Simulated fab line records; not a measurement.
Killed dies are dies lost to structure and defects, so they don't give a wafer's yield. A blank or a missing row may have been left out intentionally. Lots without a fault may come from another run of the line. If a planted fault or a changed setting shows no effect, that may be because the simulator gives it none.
A lot that was struck, set against a sound lot	flow n5-finfet	17 out of 1938 route steps
Sound: the wafers L493.2, L493.5, L493.6. The struck wafers were L500.1, L500.2, L500.4. Last of all comes the cause.
Per side, at each step with rows, come the tool, then ch with its chambers, and then its first start. Under that, the readings that differ: sound wafers	struck wafers	difference of the means	sigmas: that difference in standard deviations of wafers without a fault.
alike: readings whose means differ by less than 2 such deviations, and words and numbers that are the same on both sides. not compared: withheld readings, readings that some wafer has no value for, bounds like >300 that may hide the same value, and numbers for which the record gives no deviation and whose values overlap.
A row with sigmas, a row that says differs or no value, or rows on one side alone: a step with any of these is where the two part. Non-overlapping numbers with no deviation appear without sigmas and do not part them. A reading that every wafer of one side lacks parts them only if that side has two wafers or more.

first, 7 steps without rows for these wafers: N5_BEOL_M7_COAT_60 (time 60 s, resist thk 35 nm); N5_BEOL_M7_COAT_05 (resist thk 90 nm); N5_BEOL_M7_EBR_07; N5_BEOL_M7_SOFTBAKE_06 (time 60 s); N5_BEOL_M7_EXPOSE_08 (exposes mask M7); N5_BEOL_M7_PEB_09 (peb time 60 s); N5_BEOL_M7_DEVELOP_10 (develop time 30 s).
N5_BEOL_M7_CD_MEAS_11: target cd 38.5 nm.
  sound on cd-sem-01 ch 0, day 11 10:28; struck on cd-sem-03 ch 0, day 13 07:19
  alike: cd-nm
N5_BEOL_M7_OVL_MEAS_12:
  sound on overlay-02 ch 0, day 11 10:30; struck on overlay-01 ch 0, day 13 07:20
  alike: M7_OVL
N5_BEOL_M7_INSPECT_13: inspects for defects (brightfield).
  sound on defect-inspect-02, day 11 10:31; struck on defect-inspect-02, day 13 07:22
  alike: raw-defect-count
N5_BEOL_M7_DESCUM_16: chemistry O2, time 7.9 s.
  sound on rie-diel-05 ch 0,1,2, day 11 10:34; struck on rie-diel-05 ch 1,2,3, day 13 07:24
  alike: drypump-motor-current-A, oes-product-au, rf-vpp-V, showerhead-plenum-p-Torr, throttle-valve-pct
  not compared: rf-hours-counter-h
N5_BEOL_M7_ETCH_61: etches SiARC in CF4, target depth 45.5 nm, time 75.8 s.
  sound on rie-diel-05 ch 0,1,2, day 11 10:35; struck on rie-diel-05 ch 1,2,3, day 13 07:26
  alike: drypump-motor-current-A, etch-rf-on-time-s, oes-product-au, rf-fwd-power-W, rf-vpp-V, showerhead-plenum-p-Torr, throttle-valve-pct
  not compared: rf-hours-counter-h
N5_BEOL_M7_ETCH_62: etches SOC in N2/H2, target depth 110 nm, overetch 22 nm, time 165 s.
  sound on rie-diel-05 ch 0,1,2, day 11 10:39; struck on rie-diel-05 ch 1,2,3, day 13 07:29
reading	sound	struck	difference	sigmas
rf-fwd-power-W (W)	836.7 843.3 839.8	1043.8 1039.4 1036.4	+199.9	+77
rf-vpp-V (V)	526.8 526.6 524.9	488.9 491.0 491.6	-35.6	-17
model.SiARC_of_BEOL_M7_COAT_60.thk-nm (nm)	28.6 28.4 28.4	28 27.6 27.8	-1	
  alike: drypump-motor-current-A, oes-product-au, showerhead-plenum-p-Torr, throttle-valve-pct
  not compared: rf-hours-counter-h, model.BEOL_M7.cd-offset-nm
then, 1 step without rows for these wafers: N5_BEOL_M7_STRIP_68 (strips in N2/H2).
N5_BEOL_M7_STRIP_67: strips in CF4.
  sound on rie-diel-05 ch 0,1,2, day 11 10:47; struck on rie-diel-05 ch 1,2,3, day 13 07:38
  alike: drypump-motor-current-A, oes-product-au, rf-vpp-V, showerhead-plenum-p-Torr, throttle-valve-pct
  not compared: rf-hours-counter-h
N5_BEOL_M7_HM_OPEN_17: chemistry Cl2/BCl3, target TiN, target depth 20 nm, overetch 6 nm.
  sound on rie-metal-03 ch 0,1, day 11 10:50; struck on rie-metal-01 ch 0,1, day 13 07:41
  alike: drypump-motor-current-A, oes-product-au, throttle-valve-pct
  not compared: rf-hours-counter-h, model.BEOL_M7.cd-offset-nm
N5_BEOL_M7_STRIP_19: strips in O2.
  sound on rie-diel-03 ch 0,2,3, day 11 10:57; struck on rie-diel-05 ch 0,1,3, day 13 07:47
  alike: drypump-motor-current-A, oes-product-au, rf-vpp-V, showerhead-plenum-p-Torr, throttle-valve-pct
  not compared: rf-hours-counter-h

WHERE THEY PART
Only at N5_BEOL_M7_ETCH_62, within this record. Later steps at which nothing parts them and some readings are alike: N5_BEOL_M7_STRIP_67, N5_BEOL_M7_HM_OPEN_17, N5_BEOL_M7_STRIP_19.

WHY: the cause the simulator had injected
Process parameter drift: rie-diel-05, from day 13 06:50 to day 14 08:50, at N5_BEOL_M7_ETCH_62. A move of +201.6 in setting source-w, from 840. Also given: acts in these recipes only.
